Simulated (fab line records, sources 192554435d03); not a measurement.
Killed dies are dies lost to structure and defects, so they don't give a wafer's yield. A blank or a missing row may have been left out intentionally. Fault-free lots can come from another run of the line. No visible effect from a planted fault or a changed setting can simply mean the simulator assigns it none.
fab line records -- flow n5-finfet
record: lots: 14, wafers: 42, last-day: 17
route steps=1938 shown BEOL_M3@948
lots with no fault: from the same line, run without faults
start-h: hours from the record's first day to the start of the lot's first wafer shown -- wait-h: hours from the lot's prior step to this one -- " identical to the entry in the row above -- L1.1+2: one row covering several wafers at once -- - no value, or no start given -- * or withheld: withheld -- < > ~ a bound
route shown NAME@n: names a module that has steps shown in the file, with the first one's number in the route -- usual: mean/standard deviation taken from wafers without a fault -- same: alike in all rows -- chamber/n: place in a boat -- sites: the reading at each site -- _std_site: standard deviation across them -- _edge_site: the outer-site mean with the inner-site mean subtracted -- radius-mm: how far each site lies from the wafer's centre -- mask NAME#n: copy n -- behind: the most recent tool/chamber to have shaped the wafer -- hold: cause of the lot's hold/its duration in hours/its outcome -- device: whichever transistor did not switch (one of n, p or np) -- end of line: tests run on the same wafers once the route is complete -- a step given without rows: its recipe and nothing more -- killed: dies lost to structure and defects at the first sort, not the wafer's yield -- map: shows each die of a wafer: x if killed, . if not, _ if none is there
set.NAME: the setting the step ran with; set.NAME@STEP: the setting that earlier step ran with -- model.NAME: the simulator's own value behind a step, which no gauge read
route steps across a sampled set of lots; one table per step, one row per wafer
services: the hour from which a tool's chamber was out of use, counted from the record's first day as start-h (under 0 if before that day), plus the number of hours and why
== steps ==
step: N5_BEOL_M3_ETCH_74
recipe: chemistry: N2/H2, target: underlayer, target-depth-a: 65, mask-material: CAR-EUV, time-s: 5.2, ion-energy-ev: 200, pressure-mtorr: 30, source-w: 840, bias-w: 150, n2-flow-sccm: 200, h2-flow-sccm: 200, ends: cleared
usual: drypump-motor-current-A: 5.8/0.47, etch-rf-on-time-s: 5.17/0.19, oes-product-au: 0.69/0.075, rf-vpp-V: 523.2/2.2, showerhead-plenum-p-Torr: 2.52/0.065, throttle-valve-pct: 17.78/0.25
lot.wafer,tool,chamber,start-h,wait-h,drypump-motor-current-A,etch-rf-on-time-s,oes-product-au,rf-hours-counter-h,rf-vpp-V,showerhead-plenum-p-Torr,throttle-valve-pct
L589.1,rie-diel-03,1,158.20,0.0,4.7,5.09,0.78,23,522.9,2.50,18.00
L589.4,rie-diel-03,0,158.20,0.0,6.5,5.18,0.59,232,525.3,2.49,17.87
L589.5,rie-diel-03,2,158.20,0.0,5.2,5.04,0.63,-,521.9,2.52,18.09
L591.2,rie-diel-01,0,166.50,0.0,6.0,5.25,0.63,151,524.2,2.53,17.86
L591.3,rie-diel-01,1,166.50,0.0,5.7,5.25,0.57,228,519.2,2.40,17.91
L591.6,rie-diel-01,1,166.50,0.0,5.7,5.25,0.58,-,519.5,2.40,17.90
L590.4,rie-diel-03,2,170.03,0.0,5.2,5.12,0.63,194,520.9,2.52,18.10
L590.5,rie-diel-03,3,170.03,0.0,6.4,4.87,0.81,-,524.7,2.51,17.61
L590.6,rie-diel-03,0,170.03,0.0,6.5,5.24,0.58,-,522.6,2.49,17.89
L592.1,rie-diel-05,2,171.07,0.0,5.7,5.12,0.76,42,525.0,2.58,17.48
L592.5,rie-diel-05,0,171.07,0.0,6.4,5.00,0.67,-,523.2,2.48,18.09
L592.6,rie-diel-05,2,171.07,0.0,5.7,5.18,0.75,-,526.4,2.58,17.48
L595.2,rie-diel-03,2,179.76,0.0,5.2,5.06,0.62,198,524.2,2.51,18.10
L595.3,rie-diel-03,1,179.76,0.0,4.7,5.16,0.77,30,524.2,2.50,18.00
L595.6,rie-diel-03,3,179.76,0.0,6.4,4.88,0.80,-,523.4,2.51,17.65
L594.3,rie-diel-05,0,186.80,0.0,6.4,5.03,0.67,102,523.6,2.47,18.10
L594.4,rie-diel-05,2,186.80,0.0,5.7,5.20,0.74,-,523.5,2.58,17.49
L594.5,rie-diel-05,0,186.80,0.0,6.4,5.08,0.66,-,523.8,2.47,18.10
L597.2,rie-diel-01,3,201.30,0.0,6.3,5.48,0.62,132,521.5,2.45,17.81
L597.3,rie-diel-01,0,201.30,0.0,6.1,5.37,0.63,161,522.5,2.52,17.86
L597.5,rie-diel-01,2,201.30,0.0,5.6,5.08,0.75,-,521.6,2.47,17.57
L599.1,rie-diel-05,2,216.84,0.0,5.8,5.17,0.73,56,526.4,2.58,17.51
L599.4,rie-diel-05,0,216.84,0.0,6.4,5.14,0.66,-,521.3,2.47,18.13
L599.5,rie-diel-05,1,216.84,0.0,5.4,5.41,0.68,-,525.3,2.56,17.47
L601.1,rie-diel-05,0,233.03,0.0,6.4,5.04,0.66,118,519.6,2.47,18.12
L601.5,rie-diel-05,1,233.03,0.0,5.4,5.39,0.68,-,523.0,2.56,17.49
L601.6,rie-diel-05,0,233.03,0.0,6.4,5.08,0.66,-,520.3,2.47,18.11
L603.1,rie-diel-03,0,234.67,0.0,6.5,5.20,0.85,0,522.0,2.49,17.44
L603.3,rie-diel-03,3,234.67,0.0,6.4,4.84,0.78,41,522.3,2.50,17.67
L603.5,rie-diel-03,0,234.67,0.0,6.5,5.16,0.83,-,523.4,2.49,17.46
L607.2,rie-diel-01,0,261.43,0.0,6.0,5.31,0.61,182,524.3,2.51,17.91
L607.4,rie-diel-01,2,261.43,0.0,5.6,5.18,0.72,63,522.0,2.46,17.62
L607.5,rie-diel-01,1,261.43,0.0,5.7,5.00,0.84,-,528.7,2.70,17.48
L608.1,rie-diel-03,2,263.30,0.0,5.2,5.02,0.61,225,522.0,2.50,18.15
L608.4,rie-diel-03,3,263.30,0.0,6.4,4.81,0.76,49,522.2,2.50,17.67
L608.5,rie-diel-03,1,263.30,0.0,4.7,5.14,0.73,-,523.0,2.49,18.06
L609.2,rie-diel-05,0,267.08,0.0,6.4,5.11,0.65,130,521.8,2.46,18.15
L609.5,rie-diel-05,2,267.08,0.0,5.8,5.20,0.72,-,524.0,2.57,17.51
L609.6,rie-diel-05,1,267.08,0.0,5.4,5.48,0.66,-,526.8,2.55,17.48
L611.3,rie-diel-01,1,281.34,0.0,5.7,4.97,0.82,9,530.1,2.70,17.51
L611.4,rie-diel-01,3,281.34,0.0,6.3,5.36,0.61,157,519.2,2.44,17.81
L611.5,rie-diel-01,3,281.34,0.0,6.3,5.35,0.62,-,519.8,2.44,17.85
step: N5_BEOL_M3_CD_MEAS_18
recipe: pitch-nm: 36, target-cd-nm: 18
usual: cd-nm: 18.2/0.47
lot.wafer,tool,chamber,start-h,wait-h,cd-nm
L589.1,cd-sem-03,-,158.82,0.0,18.4
L589.4,cd-sem-03,-,158.82,0.0,17.7
L589.5,cd-sem-03,-,158.82,0.0,18.2
L591.2,cd-sem-03,-,166.89,0.1,17.6
L591.3,cd-sem-03,-,166.89,0.1,17.3
L591.6,cd-sem-03,-,166.89,0.1,17.0
L590.4,cd-sem-01,-,170.44,0.1,18.4
L590.5,cd-sem-01,-,170.44,0.1,18.4
L590.6,cd-sem-01,-,170.44,0.1,17.6
L592.1,cd-sem-03,-,171.46,0.0,18.0
L592.5,cd-sem-03,-,171.46,0.0,17.8
L592.6,cd-sem-03,-,171.46,0.0,18.7
L595.2,cd-sem-01,-,180.16,0.1,18.2
L595.3,cd-sem-01,-,180.16,0.1,18.3
L595.6,cd-sem-01,-,180.16,0.1,19.0
L594.3,cd-sem-03,-,187.19,0.1,18.1
L594.4,cd-sem-03,-,187.19,0.1,18.8
L594.5,cd-sem-03,-,187.19,0.1,18.2
L597.2,cd-sem-03,-,201.74,0.1,17.5
L597.3,cd-sem-03,-,201.74,0.1,18.0
L597.5,cd-sem-03,-,201.74,0.1,19.2
L599.1,cd-sem-03,-,217.23,0.0,18.2
L599.4,cd-sem-03,-,217.23,0.0,18.1
L599.5,cd-sem-03,-,217.23,0.0,17.6
L601.1,cd-sem-01,-,233.58,0.0,18.3
L601.5,cd-sem-01,-,233.58,0.0,17.9
L601.6,cd-sem-01,-,233.58,0.0,17.8
L603.1,cd-sem-03,-,235.07,0.0,18.5
L603.3,cd-sem-03,-,235.07,0.0,18.6
L603.5,cd-sem-03,-,235.07,0.0,18.4
L607.2,cd-sem-01,-,261.92,0.1,18.1
L607.4,cd-sem-01,-,261.92,0.1,18.8
L607.5,cd-sem-01,-,261.92,0.1,18.1
L608.1,cd-sem-02,-,263.77,0.0,17.7
L608.4,cd-sem-02,-,263.77,0.0,18.7
L608.5,cd-sem-02,-,263.77,0.0,18.8
L609.2,cd-sem-01,-,267.48,0.1,17.9
L609.5,cd-sem-01,-,267.48,0.1,17.9
L609.6,cd-sem-01,-,267.48,0.1,17.5
L611.3,cd-sem-01,-,281.74,0.1,18.2
L611.4,cd-sem-01,-,281.74,0.1,18.4
L611.5,cd-sem-01,-,281.74,0.1,18.0
step: N5_BEOL_M3_EXPOSE_25
recipe: mask-id: V2, na: 0.33, source-shape: quasar, sigma-inner: 0.2, sigma-outer: 0.8, polarization: unpolarized, defocus-nm: 5, dose-mj: 63
usual: dipole-opening-deg: 30/0, exposure-dose-mJ-cm2: 63.15/0.17, sigma-outer: 0.8/0
lot.wafer,tool,chamber,start-h,wait-h,mask,dipole-opening-deg,exposure-dose-mJ-cm2,sigma-outer
L589.1,euv-scanner-01,0,158.99,-,V2#0,30,62.91,0.8
L589.4,euv-scanner-01,0,158.99,-,V2#0,30,62.88,0.8
L589.5,euv-scanner-01,0,158.99,-,V2#0,30,62.87,0.8
L591.2,euv-scanner-02,0,167.20,-,V2#0,30,63.29,0.8
L591.3,euv-scanner-02,0,167.20,-,V2#0,30,63.36,0.8
L591.6,euv-scanner-02,0,167.20,-,V2#0,30,63.24,0.8
L590.4,euv-scanner-01,0,170.76,-,V2#0,30,62.94,0.8
L590.5,euv-scanner-01,0,170.76,-,V2#0,30,62.89,0.8
L590.6,euv-scanner-01,0,170.76,-,V2#0,30,62.89,0.8
L592.1,euv-scanner-01,0,171.68,-,V2#0,30,62.93,0.8
L592.5,euv-scanner-01,0,171.68,-,V2#0,30,62.98,0.8
L592.6,euv-scanner-01,0,171.68,-,V2#0,30,62.92,0.8
L595.2,euv-scanner-02,0,180.34,-,V2#0,30,63.25,0.8
L595.3,euv-scanner-02,0,180.34,-,V2#0,30,63.30,0.8
L595.6,euv-scanner-02,0,180.34,-,V2#0,30,63.27,0.8
L594.3,euv-scanner-02,0,187.38,-,V2#0,30,63.24,0.8
L594.4,euv-scanner-02,0,187.38,-,V2#0,30,63.23,0.8
L594.5,euv-scanner-02,0,187.38,-,V2#0,30,63.30,0.8
L597.2,euv-scanner-02,0,201.92,-,V2#0,30,63.22,0.8
L597.3,euv-scanner-02,0,201.92,-,V2#0,30,63.31,0.8
L597.5,euv-scanner-02,0,201.92,-,V2#0,30,63.17,0.8
L599.1,euv-scanner-02,0,217.53,-,V2#0,30,63.15,0.8
L599.4,euv-scanner-02,0,217.53,-,V2#0,30,63.25,0.8
L599.5,euv-scanner-02,0,217.53,-,V2#0,30,63.34,0.8
L601.1,euv-scanner-01,-,233.75,-,V2#0,-,-,-
L601.5,euv-scanner-01,-,233.75,-,V2#0,-,-,-
L601.6,euv-scanner-01,-,233.75,-,V2#0,-,-,-
L603.1,euv-scanner-02,-,235.36,-,V2#0,-,-,-
L603.3,euv-scanner-02,-,235.36,-,V2#0,-,-,-
L603.5,euv-scanner-02,-,235.36,-,V2#0,-,-,-
L607.2,euv-scanner-02,0,262.23,-,V2#0,30,63.26,0.8
L607.4,euv-scanner-02,0,262.23,-,V2#0,30,63.35,0.8
L607.5,euv-scanner-02,0,262.23,-,V2#0,30,63.22,0.8
L608.1,euv-scanner-02,0,263.95,-,V2#0,30,63.27,0.8
L608.4,euv-scanner-02,0,263.95,-,V2#0,30,63.26,0.8
L608.5,euv-scanner-02,0,263.95,-,V2#0,30,63.28,0.8
L609.2,euv-scanner-01,0,267.79,-,V2#0,30,62.93,0.8
L609.5,euv-scanner-01,0,267.79,-,V2#0,30,62.94,0.8
L609.6,euv-scanner-01,0,267.79,-,V2#0,30,63.04,0.8
L611.3,euv-scanner-02,0,281.94,-,V2#0,30,63.34,0.8
L611.4,euv-scanner-02,0,281.94,-,V2#0,30,63.17,0.8
L611.5,euv-scanner-02,0,281.94,-,V2#0,30,63.32,0.8
step: N5_BEOL_M3_ETCHBACK_99
recipe: chemistry: CHF3, target: SiO2, target-depth-a: 50, time-s: 10.4, source-w: 215, bias-w: 47, Ar_flow_sccm: 200, CHF3_flow_sccm: 12, ion-energy-ev: 100, pressure-mtorr: 30
usual: drypump-motor-current-A: 5.8/0.58, oes-product-au: 0.82/0.086, rf-vpp-V: 238/6.8, showerhead-plenum-p-Torr: 2.13/0.049, throttle-valve-pct: 16.98/0.26
same: time-s: 10.4
lot.wafer,tool,chamber,start-h,wait-h,drypump-motor-current-A,oes-product-au,rf-hours-counter-h,rf-vpp-V,showerhead-plenum-p-Torr,throttle-valve-pct
L589.1,rie-diel-05,0,164.19,4.6,6.4,0.78,96,227,2.08,17.12
L589.4,rie-diel-05,1,164.19,4.6,5.4,0.81,-,240,2.19,16.80
L589.5,rie-diel-05,0,164.19,4.6,6.4,0.79,-,228,2.08,17.13
L591.2,rie-diel-01,1,175.08,4.2,5.7,0.66,231,236,2.03,17.19
L591.3,rie-diel-01,0,175.08,4.2,6.0,0.74,154,248,2.15,17.16
L591.6,rie-diel-01,3,175.08,4.2,6.3,0.74,-,224,2.08,17.00
L590.4,rie-diel-05,2,175.14,4.0,5.8,0.88,43,245,2.17,16.54
L590.5,rie-diel-05,1,175.14,4.0,5.4,0.82,-,242,2.19,16.81
L590.6,rie-diel-05,0,175.14,4.0,6.4,0.79,-,228,2.08,17.14
L592.1,rie-diel-01,3,177.93,5.8,6.3,0.74,126,225,2.08,17.01
L592.5,rie-diel-01,0,177.93,5.8,6.0,0.74,-,248,2.15,17.17
L592.6,rie-diel-01,3,177.93,5.8,6.3,0.74,-,224,2.08,17.01
L595.2,rie-diel-03,1,181.68,0.4,4.7,0.90,30,239,2.10,17.09
L595.3,rie-diel-03,0,181.68,0.4,6.6,0.69,241,235,2.16,17.43
L595.6,rie-diel-03,0,181.68,0.4,6.5,0.69,-,235,2.16,17.44
L594.3,rie-diel-03,1,187.91,0.1,4.7,0.90,32,236,2.10,17.07
L594.4,rie-diel-03,0,187.91,0.1,6.6,0.69,242,235,2.16,17.42
L594.5,rie-diel-03,3,187.91,0.1,6.4,0.94,-,240,2.09,16.48
L597.2,rie-diel-03,0,205.39,3.0,6.6,0.68,248,236,2.15,17.45
L597.3,rie-diel-03,1,205.39,3.0,4.7,0.89,35,237,2.10,17.12
L597.5,rie-diel-03,2,205.39,3.0,5.2,0.72,-,247,2.14,17.27
L599.1,rie-diel-05,0,219.52,1.5,6.4,0.77,113,226,2.07,17.15
L599.4,rie-diel-05,3,219.52,1.5,5.5,0.95,21,241,2.20,16.97
L599.5,rie-diel-05,1,219.52,1.5,5.4,0.80,-,241,2.19,16.83
L601.1,rie-diel-05,2,237.60,3.2,5.7,0.85,64,243,2.16,16.57
L601.5,rie-diel-05,3,237.60,3.2,5.4,0.93,-,240,2.20,17.00
L601.6,rie-diel-05,0,237.60,3.2,6.4,0.77,-,227,2.07,17.16
L603.1,rie-diel-03,1,248.04,12.2,4.7,0.88,50,238,2.10,17.13
L603.3,rie-diel-03,2,248.04,12.2,5.2,0.72,222,247,2.13,17.32
L603.5,rie-diel-03,2,248.04,12.2,5.2,0.72,-,246,2.13,17.32
L607.2,rie-diel-03,0,262.82,0.1,6.5,0.94,8,236,2.15,17.01
L607.4,rie-diel-03,3,262.82,0.1,6.4,0.87,49,238,2.08,16.53
L607.5,rie-diel-03,0,262.82,0.1,6.6,0.94,-,235,2.15,17.01
L608.1,rie-diel-05,3,269.78,5.0,5.4,0.92,39,242,2.20,17.04
L608.4,rie-diel-05,1,269.78,5.0,5.4,0.79,80,238,2.18,16.87
L608.5,rie-diel-05,3,269.78,5.0,5.5,0.92,-,241,2.20,17.02
L609.2,rie-diel-03,0,275.05,6.8,6.5,0.94,12,234,2.15,17.01
L609.5,rie-diel-03,0,275.05,6.8,6.6,0.93,-,233,2.15,17.00
L609.6,rie-diel-03,3,275.05,6.8,6.4,0.87,-,238,2.08,16.54
L611.3,rie-diel-05,0,288.09,5.7,6.4,0.76,135,227,2.07,17.18
L611.4,rie-diel-05,1,288.09,5.7,5.4,0.78,85,239,2.18,16.86
L611.5,rie-diel-05,0,288.09,5.7,6.4,0.76,-,228,2.07,17.19
== services ==
tool,chamber,start-h,hours,kind
euv-scanner-02,-,135.55,1.0,pm
euv-scanner-01,-,146.54,1.0,pm
rie-diel-05,3,157.68,15.8,repair
euv-scanner-02,-,168.35,4.6,pm
euv-scanner-02,-,189.65,1.0,pm
euv-scanner-01,-,202.69,1.0,pm
euv-scanner-02,-,214.39,0.4,repair
rie-diel-03,0,214.92,-,clean
rie-diel-03,0,214.92,-,consumable-replace:focus-ring
rie-diel-03,0,214.92,18.6,scheduled-down
rie-diel-03,0,214.92,18.6,vent-cycle
euv-scanner-01,-,215.04,4.6,pm
rie-diel-05,3,215.50,3.4,repair
rie-diel-05,1,223.62,5.1,repair
rie-diel-01,1,235.70,-,clean
rie-diel-01,1,235.70,-,consumable-replace:focus-ring
rie-diel-01,1,235.70,-,consumable-replace:showerhead
euv-scanner-02,-,244.56,0.7,repair
euv-scanner-02,-,245.80,1.0,pm
rie-diel-01,3,248.54,4.6,repair
euv-scanner-01,-,258.84,1.0,pm
euv-scanner-02,0,258.87,-,calibration
rie-diel-03,-,271.79,0.6,repair
euv-scanner-01,-,277.00,52.9,repair
== key ==
first-sign: step: N5_BEOL_M3_EXPOSE_25, reading: tool-record, direction: missing
effect none on later readings
met-at N5_BEOL_M3_EXPOSE_25
struck-lots L601,L603
later-rows-left-out L601.1,L601.5,L601.6,L603.1,L603.3,L603.5
sort-left-out L601.1,L601.5,L601.6,L603.1,L603.3,L603.5
not-acting-at N5_BEOL_M3_ETCH_74,N5_BEOL_M3_CD_MEAS_18,N5_BEOL_M3_ETCHBACK_99
onset-between 217.53 233.75
fault: kind: skipped-step-whole, tool: euv-scanner-01,euv-scanner-02, chamber: -, onset-h: 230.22, steps: N5_BEOL_M3_EXPOSE_25, scope: struck-lots-only
sort-left-out: the simulated sort isn't trusted on such a fault, so these wafers' sort isn't shown, and their yield isn't known
later-rows-left-out: the simulator's readings of these wafers behind a module that went badly wrong aren't trusted and aren't shown, but for the sort
